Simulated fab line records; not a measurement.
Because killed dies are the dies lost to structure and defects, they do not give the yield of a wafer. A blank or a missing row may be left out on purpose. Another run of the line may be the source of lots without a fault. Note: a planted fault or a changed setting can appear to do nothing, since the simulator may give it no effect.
fab line records    flow nand-harc    part 1 of 2: steps 1 to 4 of 6
[record] lots = 22  wafers = 66  last-day = 25
route steps=1159 shown A_STAIRCASE@594
lots that met no fault: from a run of the same line without faults
start-h: hours from the record's first day to the start of the lot's first wafer shown    wait-h: hours from the lot's prior step to this one    " same as the row above    L1.1+2: a row that stands for several wafers    - no value, or no start was given    * or withheld: withheld    < > ~ a bound
route shown NAME@n: names a module that has steps shown in the file, with the first one's number in the route    usual: the fault-free wafers' mean and standard deviation    same: alike in all rows    chamber/n: place in a boat    sites: readings site by site    _std_site: the values' standard deviation    _edge_site: the outer-site mean with the inner-site mean subtracted    radius-mm: how far each site lies from the wafer's centre    mask NAME#n: copy n    behind: the last tool/chamber to shape the wafer    hold: why the lot was held/for how many hours/how that ended    device: the transistor (n, p or np) that didn't switch    end of line: at the end of the route, the tests of the same wafers    where a step has no rows: the recipe by itself    killed: dies that structure and defects cost at the first sort, which is not the same as the wafer's yield    map: a wafer's dies, x killed, . not, _ none there
set.NAME: the setting the step ran with; set.NAME@STEP: the setting that earlier step ran with    model.NAME: the simulator's own value behind a step, which no gauge read
the route's steps for a sample of lots (tables are steps, rows are wafers)
services: a tool's chamber out of use, with start hour (start-h, from the record's first day; less than 0 if before it), hours out, and reason
[[steps]]
[step NHARC_A_STAIRCASE_TRIM_200]
[recipe] time-s = 211.2  o2-flow-sccm = 500  ar-flow-sccm = 0  bias-w = 0  chemistry = O2
[usual] drypump-motor-current-A = 5.79/0.3  oes-product-au = 1.005/0.013  rf-vpp-V = 57.7/0.8  showerhead-plenum-p-Torr = 3.51/0.12  throttle-valve-pct = 17.038/0.0087
[same] time-s = 211.2
lot.wafer  tool         chamber  start-h  wait-h  drypump-motor-current-A  oes-product-au  rf-hours-counter-h  rf-vpp-V  showerhead-plenum-p-Torr  throttle-valve-pct
L075.4     rie-diel-02  0        -        -       5.99                     1.013           32                  58.0      3.40                      17.027
L075.1     "            1        "        "       6.22                     1.013           31                  57.9      3.51                      17.017
L075.6     "            0        "        "       6.02                     1.023           -                   57.3      3.40                      17.038
L074.1     rie-diel-07  3        -        -       6.19                     1.002           5                   59.3      3.70                      17.021
L074.2     "            0        "        "       5.54                     0.986           6                   56.9      3.65                      17.021
L074.5     "            1        "        "       5.68                     1.021           -                   58.3      3.61                      17.033
L076.4     rie-diel-01  1        -        -       5.39                     1.020           34                  58.6      3.34                      17.035
L076.3     "            2        "        "       5.75                     1.012           41                  57.6      3.28                      17.048
L076.5     "            1        "        "       5.36                     1.010           -                   58.5      3.34                      17.035
L077.4     rie-diel-01  1        -        -       5.36                     0.994           36                  58.1      3.34                      17.049
L077.5     "            0        "        "       5.67                     1.025           -                   58.2      3.56                      17.042
L077.6     "            1        "        "       5.36                     1.001           -                   58.6      3.34                      17.022
L079.4     rie-diel-02  1        -        -       6.19                     1.011           38                  57.5      3.50                      17.035
L079.1     "            2        "        "       5.78                     0.996           37                  56.9      3.57                      17.035
L079.5     "            0        "        "       6.05                     1.001           -                   56.5      3.40                      17.035
L078.3     rie-diel-01  0        -        -       5.67                     1.040           44                  57.4      3.55                      17.044
L078.4     "            1        "        "       5.37                     1.016           39                  56.0      3.34                      17.037
L078.1     "            2        "        "       5.71                     1.007           45                  56.0      3.28                      17.042
L081.3     rie-diel-02  1        -        -       6.21                     1.008           41                  58.1      3.50                      17.046
L081.1     "            0        "        "       6.03                     0.994           41                  56.7      3.39                      17.047
L081.6     "            2        "        "       5.78                     0.990           -                   58.9      3.57                      17.046
L080.1     rie-diel-07  2        -        -       5.97                     1.013           15                  57.6      3.53                      17.043
L080.3     "            3        "        "       6.19                     1.001           15                  57.9      3.70                      17.039
L080.4     "            1        "        "       5.64                     1.009           15                  56.9      3.61                      17.054
L083.1     rie-diel-01  3        -        -       5.96                     0.991           50                  57.3      3.34                      17.041
L083.2     "            1        "        "       5.37                     1.002           50                  56.9      3.33                      17.050
L083.4     "            2        "        "       5.69                     1.000           58                  57.7      3.27                      17.041
L082.4     rie-diel-02  1        -        -       6.19                     1.011           48                  57.6      3.50                      17.042
L082.2     "            2        "        "       5.77                     1.001           49                  58.0      3.56                      17.038
L082.1     "            3        "        "       5.29                     0.990           41                  57.3      3.47                      17.056
L085.4     rie-diel-02  2        -        -       5.75                     1.020           50                  56.8      3.56                      17.040
L085.1     "            3        "        "       5.30                     0.988           42                  57.6      3.47                      17.041
L085.5     "            2        "        "       5.76                     1.014           -                   57.4      3.56                      17.037
L084.4     rie-diel-07  3        -        -       6.18                     0.994           25                  58.4      3.69                      17.043
L084.5     "            2        "        "       5.99                     1.008           -                   57.2      3.53                      17.024
L084.6     "            3        "        "       6.18                     1.007           -                   58.2      3.69                      17.051
L086.3     rie-diel-02  2        -        -       5.75                     1.001           55                  57.6      3.56                      17.041
L086.1     "            0        "        "       5.99                     1.015           54                  58.1      3.39                      17.058
L086.5     "            2        "        "       5.75                     1.011           -                   58.0      3.56                      17.042
L087.1     rie-diel-02  3        -        -       5.27                     0.994           48                  57.4      3.47                      17.045
L087.5     "            3        "        "       5.27                     0.995           -                   57.8      3.47                      17.049
L087.6     "            0        "        "       6.03                     1.007           -                   56.7      3.39                      17.047
L090.1     rie-diel-02  1        -        -       6.21                     1.013           4                   57.1      3.49                      17.046
L090.3     "            3        "        "       5.27                     0.977           2                   56.6      3.47                      17.039
L090.6     "            0        "        "       6.01                     0.998           -                   57.7      3.38                      17.037
L089.1     rie-diel-02  2        -        -       5.76                     0.974           4                   57.9      3.55                      17.043
L089.2     "            0        "        "       5.99                     0.985           5                   57.6      3.38                      17.036
L089.6     "            2        "        "       5.77                     0.974           -                   57.7      3.55                      17.037
L092.3     rie-diel-01  1        -        -       5.39                     1.013           9                   57.0      3.32                      17.036
L092.2     "            2        "        "       5.69                     1.021           9                   58.9      3.80                      17.033
L092.1     "            0        "        "       5.67                     0.998           8                   56.6      3.54                      17.038
L093.2     rie-diel-01  3        -        -       5.95                     0.999           9                   55.9      3.33                      17.051
L093.3     "            0        "        "       5.69                     1.008           9                   58.5      3.54                      17.054
L093.6     "            3        "        "       5.95                     1.002           -                   56.6      3.33                      17.040
L094.2     rie-diel-07  2        -        -       5.95                     1.016           46                  57.6      3.51                      17.040
L094.4     "            0        "        "       5.52                     1.007           44                  58.8      3.63                      17.036
L094.5     "            3        "        "       6.20                     1.005           -                   58.3      3.68                      17.025
L097.4     rie-diel-01  0        -        -       5.68                     0.999           19                  58.3      3.53                      17.041
L097.3     "            3        "        "       5.98                     0.994           19                  56.8      3.33                      17.042
L097.6     "            0        "        "       5.68                     0.999           -                   58.2      3.53                      17.029
L095.3     rie-diel-02  2        -        -       5.77                     0.980           12                  57.6      3.55                      17.033
L095.5     "            2        "        "       5.77                     0.981           -                   57.3      3.55                      17.030
L095.6     "            3        "        "       5.27                     0.987           -                   57.6      3.46                      17.041
L096.1     rie-diel-07  2        -        -       5.94                     1.007           51                  57.5      3.51                      17.044
L096.3     "            0        "        "       5.53                     1.008           48                  58.3      3.63                      17.041
L096.2     "            1        "        "       5.65                     1.024           51                  58.2      3.59                      17.040
[step NHARC_A_STAIRCASE_ETCH_203]
[recipe] target-depth-a = 1000  time-s = 40.5  ion-energy-ev = 400  c4f8-flow-sccm = 20  o2-flow-sccm = 10  ar-flow-sccm = withheld  rf-w = 600  bias-w = 1000  chemistry = C4F8/O2
[usual] oes-product-au = 0.947/0.016  rf-vpp-V = 895/4.8
[same] time-s = 40.5
lot.wafer  tool         chamber  start-h  wait-h  oes-product-au  rf-hours-counter-h  rf-vpp-V
L075.1     rie-diel-02  0        -        -       0.954           32                  892
L075.4     "            1        "        "       0.942           32                  895
L075.6     "            3        "        "       0.932           -                   895
L074.2     rie-diel-07  3        -        -       0.950           5                   902
L074.1     "            1        "        "       0.965           6                   900
L074.5     "            3        "        "       0.957           -                   901
L076.4     rie-diel-01  2        -        -       0.960           41                  887
L076.3     "            1        "        "       0.950           34                  889
L076.5     "            2        "        "       0.951           -                   887
L077.4     rie-diel-01  0        -        -       0.956           41                  898
L077.6     "            0        "        "       0.964           -                   896
L077.5     "            1        "        "       0.947           -                   889
L079.4     rie-diel-02  2        -        -       0.943           37                  898
L079.1     "            1        "        "       0.954           38                  894
L079.5     "            3        "        "       0.940           -                   896
L078.4     rie-diel-01  2        -        -       0.959           46                  887
L078.1     "            0        "        "       0.970           45                  897
L078.3     "            1        "        "       0.962           39                  889
L081.3     rie-diel-02  3        -        -       0.933           33                  894
L081.1     "            1        "        "       0.959           42                  896
L081.6     "            3        "        "       0.941           -                   893
L080.3     rie-diel-07  3        -        -       0.942           15                  902
L080.1     "            0        "        "       0.945           16                  901
L080.4     "            2        "        "       0.937           15                  896
L083.2     rie-diel-01  1        -        -       0.946           51                  888
L083.1     "            3        "        "       0.936           51                  890
L083.4     "            0        "        "       0.973           57                  896
L082.4     rie-diel-07  2        -        -       0.986           22                  895
L082.2     "            3        "        "       0.988           24                  902
L082.1     "            0        "        "       0.969           24                  900
L085.1     rie-diel-02  2        -        -       0.936           50                  897
L085.4     "            1        "        "       0.941           49                  894
L085.5     "            2        "        "       0.952           -                   897
L084.4     rie-diel-07  3        -        -       0.952           25                  904
L084.5     "            0        "        "       0.954           -                   900
L084.6     "            1        "        "       0.951           -                   898
L086.3     rie-diel-02  3        -        -       0.931           47                  893
L086.1     "            0        "        "       0.960           54                  891
L086.5     "            1        "        "       0.948           -                   896
L087.1     rie-diel-02  3        -        -       0.928           49                  893
L087.6     "            0        "        "       0.956           -                   892
L087.5     "            1        "        "       0.961           -                   894
L090.1     rie-diel-02  0        -        -       0.924           4                   892
L090.3     "            1        "        "       0.940           4                   894
L090.6     "            3        "        "       0.921           -                   895
L089.2     rie-diel-02  2        -        -       0.919           4                   898
L089.1     "            3        "        "       0.932           4                   895
L089.6     "            0        "        "       0.931           -                   890
L092.2     rie-diel-01  3        -        -       0.937           8                   888
L092.1     "            1        "        "       0.951           10                  888
L092.3     "            2        "        "       0.950           9                   908
L093.2     rie-diel-01  3        -        -       0.953           9                   888
L093.3     "            1        "        "       0.935           10                  888
L093.6     "            3        "        "       0.941           -                   888
L094.2     rie-diel-07  1        -        -       0.967           47                  900
L094.4     "            0        "        "       0.945           44                  899
L094.5     "            1        "        "       0.961           -                   898
L097.4     rie-diel-01  1        -        -       0.941           18                  887
L097.3     "            2        "        "       0.955           18                  904
L097.6     "            1        "        "       0.950           -                   887
L095.3     rie-diel-02  0        -        -       0.915           15                  891
L095.5     "            1        "        "       0.949           -                   895
L095.6     "            2        "        "       0.916           -                   896
L096.1     rie-diel-07  1        -        -       0.966           52                  899
L096.2     "            2        "        "       0.948           51                  894
L096.3     "            3        "        "       0.967           52                  901
[step NHARC_A_STAIRCASE_TRIM_220]
[recipe] time-s = 211.2  o2-flow-sccm = 500  ar-flow-sccm = 0  bias-w = 0  chemistry = O2
[usual] drypump-motor-current-A = 5.82/0.3  oes-product-au = 1.005/0.012  rf-vpp-V = 57.7/0.82  showerhead-plenum-p-Torr = 3.50/0.11  throttle-valve-pct = 17.037/0.0094
[same] time-s = 211.2
lot.wafer  tool         chamber  start-h  wait-h  drypump-motor-current-A  oes-product-au  rf-hours-counter-h  rf-vpp-V  showerhead-plenum-p-Torr  throttle-valve-pct
L075.1     rie-diel-02  2        251.78   0.1     5.76                     1.003           32                  57.6      3.57                      17.029
L075.4     "            3        "        "       5.28                     1.011           24                  57.7      3.48                      17.027
L075.6     "            0        "        "       5.99                     1.008           -                   56.2      3.40                      17.040
L074.1     rie-diel-02  0        253.86   0.2     6.02                     1.000           33                  57.3      3.40                      17.037
L074.2     "            2        "        "       5.77                     0.997           33                  57.1      3.57                      17.016
L074.5     "            1        "        "       6.22                     1.006           -                   56.6      3.51                      17.042
L076.4     rie-diel-02  1        256.80   0.2     6.19                     1.005           36                  57.3      3.50                      17.042
L076.3     "            2        "        "       5.76                     1.000           35                  58.5      3.57                      17.030
L076.5     "            0        "        "       6.01                     1.008           -                   58.7      3.40                      17.032
L077.4     rie-diel-01  1        259.40   0.2     5.40                     1.004           37                  55.8      3.34                      17.040
L077.6     "            2        "        "       5.70                     1.005           -                   56.4      3.28                      17.047
L077.5     "            3        "        "       5.99                     0.985           -                   57.6      3.35                      17.046
L079.4     rie-diel-02  0        266.27   0.1     5.98                     1.000           38                  57.9      3.40                      17.019
L079.1     "            1        "        "       6.20                     1.014           38                  58.5      3.50                      17.030
L079.5     "            1        "        "       6.19                     1.010           -                   58.3      3.50                      17.035
L078.3     rie-diel-07  1        267.47   0.1     5.67                     1.020           10                  58.0      3.61                      17.037
L078.1     "            2        "        "       5.91                     1.019           10                  57.1      3.53                      17.038
L078.4     "            3        "        "       6.20                     1.007           11                  57.4      3.70                      17.037
L081.3     rie-diel-02  0        280.09   0.1     6.03                     1.000           42                  57.0      3.39                      17.037
L081.1     "            3        "        "       5.26                     0.982           34                  57.6      3.48                      17.034
L081.6     "            0        "        "       6.02                     1.002           -                   58.2      3.39                      17.036
L080.3     rie-diel-01  1        280.76   0.1     5.36                     1.012           44                  55.9      3.33                      17.020
L080.4     "            3        "        "       5.91                     0.988           47                  57.8      3.34                      17.054
L080.1     "            0        "        "       5.65                     1.026           50                  56.9      3.55                      17.035
L083.4     rie-diel-02  1        299.15   0.1     6.20                     1.004           49                  57.4      3.50                      17.044
L083.1     "            3        "        "       5.28                     0.996           42                  56.7      3.47                      17.043
L083.2     "            0        "        "       6.03                     1.003           50                  56.8      3.39                      17.025
L082.1     rie-diel-01  2        299.43   0.1     5.70                     1.002           60                  56.6      3.27                      17.031
L082.2     "            0        "        "       5.66                     1.013           57                  58.1      3.55                      17.042
L082.4     "            1        "        "       5.38                     1.003           52                  57.1      3.33                      17.040
L085.4     rie-diel-01  3        301.57   0.1     5.95                     0.996           53                  57.4      3.34                      17.029
L085.1     "            0        "        "       5.67                     1.019           58                  56.3      3.55                      17.044
L085.5     "            0        "        "       5.68                     1.018           -                   59.2      3.55                      17.038
L084.4     rie-diel-02  2        302.40   0.1     5.77                     1.003           51                  57.5      3.56                      17.024
L084.5     "            1        "        "       6.20                     0.997           -                   57.8      3.50                      17.022
L084.6     "            2        "        "       5.78                     0.998           -                   57.3      3.56                      17.037
L086.1     rie-diel-07  3        315.14   0.2     6.18                     1.009           30                  57.8      3.69                      17.032
L086.3     "            2        "        "       5.97                     1.002           28                  57.5      3.52                      17.040
L086.5     "            0        "        "       5.53                     1.008           -                   57.8      3.64                      17.049
L087.1     rie-diel-02  1        320.81   0.3     6.20                     1.012           57                  57.5      3.49                      17.028
L087.5     "            2        "        "       5.78                     1.013           -                   58.7      3.56                      17.025
L087.6     "            3        "        "       5.28                     0.995           -                   58.3      3.47                      17.030
L090.1     rie-diel-07  2        345.50   0.1     5.94                     1.018           40                  57.6      3.52                      17.029
L090.3     "            3        "        "       6.21                     1.001           41                  57.2      3.68                      17.034
L090.6     "            2        "        "       5.96                     1.019           -                   58.1      3.52                      17.039
L089.2     rie-diel-02  3        348.58   0.1     5.28                     0.981           5                   56.5      3.46                      17.040
L089.1     "            1        "        "       6.18                     1.017           6                   58.5      3.49                      17.044
L089.6     "            3        "        "       5.27                     0.987           -                   58.0      3.46                      17.044
L092.3     rie-diel-02  2        350.70   0.1     5.75                     0.971           6                   56.6      3.55                      17.055
L092.2     "            3        "        "       5.28                     0.983           6                   58.4      3.46                      17.030
L092.1     "            0        "        "       6.03                     0.979           7                   56.9      3.38                      17.051
L093.3     rie-diel-07  2        352.56   0.1     5.99                     1.021           43                  57.1      3.52                      17.043
L093.2     "            1        "        "       5.67                     1.023           44                  58.1      3.59                      17.029
L093.6     "            1        "        "       5.66                     1.021           -                   57.8      3.59                      17.026
L094.2     rie-diel-01  2        363.07   0.1     5.75                     1.010           15                  57.7      3.80                      17.038
L094.4     "            3        "        "       5.97                     1.012           17                  56.2      3.33                      17.035
L094.5     "            1        "        "       5.36                     1.003           -                   58.9      3.32                      17.033
L097.4     rie-diel-07  3        370.76   0.1     6.20                     1.024           50                  57.4      3.68                      17.038
L097.3     "            0        "        "       5.55                     1.001           47                  58.7      3.63                      17.042
L097.6     "            1        "        "       5.68                     1.019           -                   56.6      3.59                      17.018
L095.3     rie-diel-02  3        371.31   0.1     5.27                     0.988           12                  57.0      3.46                      17.024
L095.6     "            0        "        "       6.03                     0.992           -                   58.3      3.38                      17.055
L095.5     "            1        "        "       6.17                     1.008           -                   56.8      3.48                      17.050
L096.2     rie-diel-07  3        376.01   0.1     6.20                     1.017           52                  58.6      3.68                      17.041
L096.1     "            0        "        "       5.53                     0.995           49                  59.8      3.63                      17.044
L096.3     "            1        "        "       5.64                     1.017           52                  58.0      3.59                      17.056
[step NHARC_A_STAIRCASE_ETCH_221]
[recipe] target-depth-a = 1000  time-s = 40.5  ion-energy-ev = 400  c4f8-flow-sccm = 20  o2-flow-sccm = 10  ar-flow-sccm = withheld  rf-w = 600  bias-w = 1000  chemistry = C4F8/O2
[usual] oes-product-au = 0.948/0.016  rf-vpp-V = 895/4.2
[same] time-s = 40.5
lot.wafer  tool         chamber  start-h  wait-h  oes-product-au  rf-hours-counter-h  rf-vpp-V
L075.4     rie-diel-02  1        -        -       0.952           32                  895
L075.1     "            2        "        "       0.956           32                  898
L075.6     "            0        "        "       0.955           -                   890
L074.2     rie-diel-02  1        -        -       0.957           33                  895
L074.1     "            3        "        "       0.947           25                  894
L074.5     "            1        "        "       0.958           -                   895
L076.4     rie-diel-02  0        -        -       0.943           36                  892
L076.3     "            1        "        "       0.946           36                  896
L076.5     "            3        "        "       0.925           -                   893
L077.4     rie-diel-01  1        -        -       0.940           37                  889
L077.5     "            0        "        "       0.961           -                   898
L077.6     "            1        "        "       0.934           -                   889
L079.1     rie-diel-02  2        -        -       0.955           37                  898
L079.4     "            0        "        "       0.955           38                  890
L079.5     "            2        "        "       0.950           -                   899
L078.1     rie-diel-07  3        -        -       0.953           11                  903
L078.3     "            1        "        "       0.973           10                  898
L078.4     "            2        "        "       0.956           10                  896
L081.3     rie-diel-02  1        -        -       0.935           43                  895
L081.1     "            2        "        "       0.930           43                  897
L081.6     "            2        "        "       0.924           -                   897
L080.1     rie-diel-01  1        -        -       0.953           44                  888
L080.4     "            2        "        "       0.948           52                  886
L080.3     "            3        "        "       0.950           47                  890
L083.4     rie-diel-02  2        -        -       0.945           49                  897
L083.2     "            3        "        "       0.935           42                  895
L083.1     "            0        "        "       0.936           50                  890
L082.4     rie-diel-01  0        -        -       0.973           57                  896
L082.1     "            1        "        "       0.968           52                  889
L082.2     "            2        "        "       0.962           60                  886
L085.4     rie-diel-01  0        -        -       0.971           58                  896
L085.1     "            2        "        "       0.971           61                  886
L085.5     "            1        "        "       0.965           -                   887
L084.4     rie-diel-02  2        -        -       0.962           51                  896
L084.6     "            0        "        "       0.944           -                   891
L084.5     "            1        "        "       0.947           -                   895
L086.3     rie-diel-07  3        -        -       0.947           30                  901
L086.1     "            2        "        "       0.942           28                  896
L086.5     "            0        "        "       0.938           -                   899
L087.1     rie-diel-02  3        -        -       0.929           50                  892
L087.5     "            0        "        "       0.938           -                   889
L087.6     "            1        "        "       0.930           -                   895
L090.3     rie-diel-07  3        -        -       0.933           41                  902
L090.1     "            0        "        "       0.944           42                  900
L090.6     "            3        "        "       0.932           -                   901
L089.2     rie-diel-02  2        -        -       0.905           5                   897
L089.1     "            1        "        "       0.962           6                   896
L089.6     "            2        "        "       0.910           -                   897
L092.3     rie-diel-02  1        -        -       0.948           7                   894
L092.1     "            2        "        "       0.917           6                   896
L092.2     "            3        "        "       0.956           6                   894
L093.2     rie-diel-07  2        -        -       0.957           43                  895
L093.3     "            3        "        "       0.938           44                  902
L093.6     "            1        "        "       0.963           -                   899
L094.4     rie-diel-01  2        -        -       0.962           15                  905
L094.2     "            3        "        "       0.976           17                  890
L094.5     "            1        "        "       0.945           -                   888
L097.3     rie-diel-07  2        -        -       0.931           49                  896
L097.4     "            0        "        "       0.968           47                  900
L097.6     "            2        "        "       0.952           -                   896
L095.3     rie-diel-02  1        -        -       0.963           16                  896
L095.6     "            1        "        "       0.968           -                   895
L095.5     "            2        "        "       0.950           -                   898
L096.2     rie-diel-07  2        -        -       0.958           52                  895
L096.3     "            3        "        "       0.960           52                  902
L096.1     "            0        "        "       0.950           49                  899
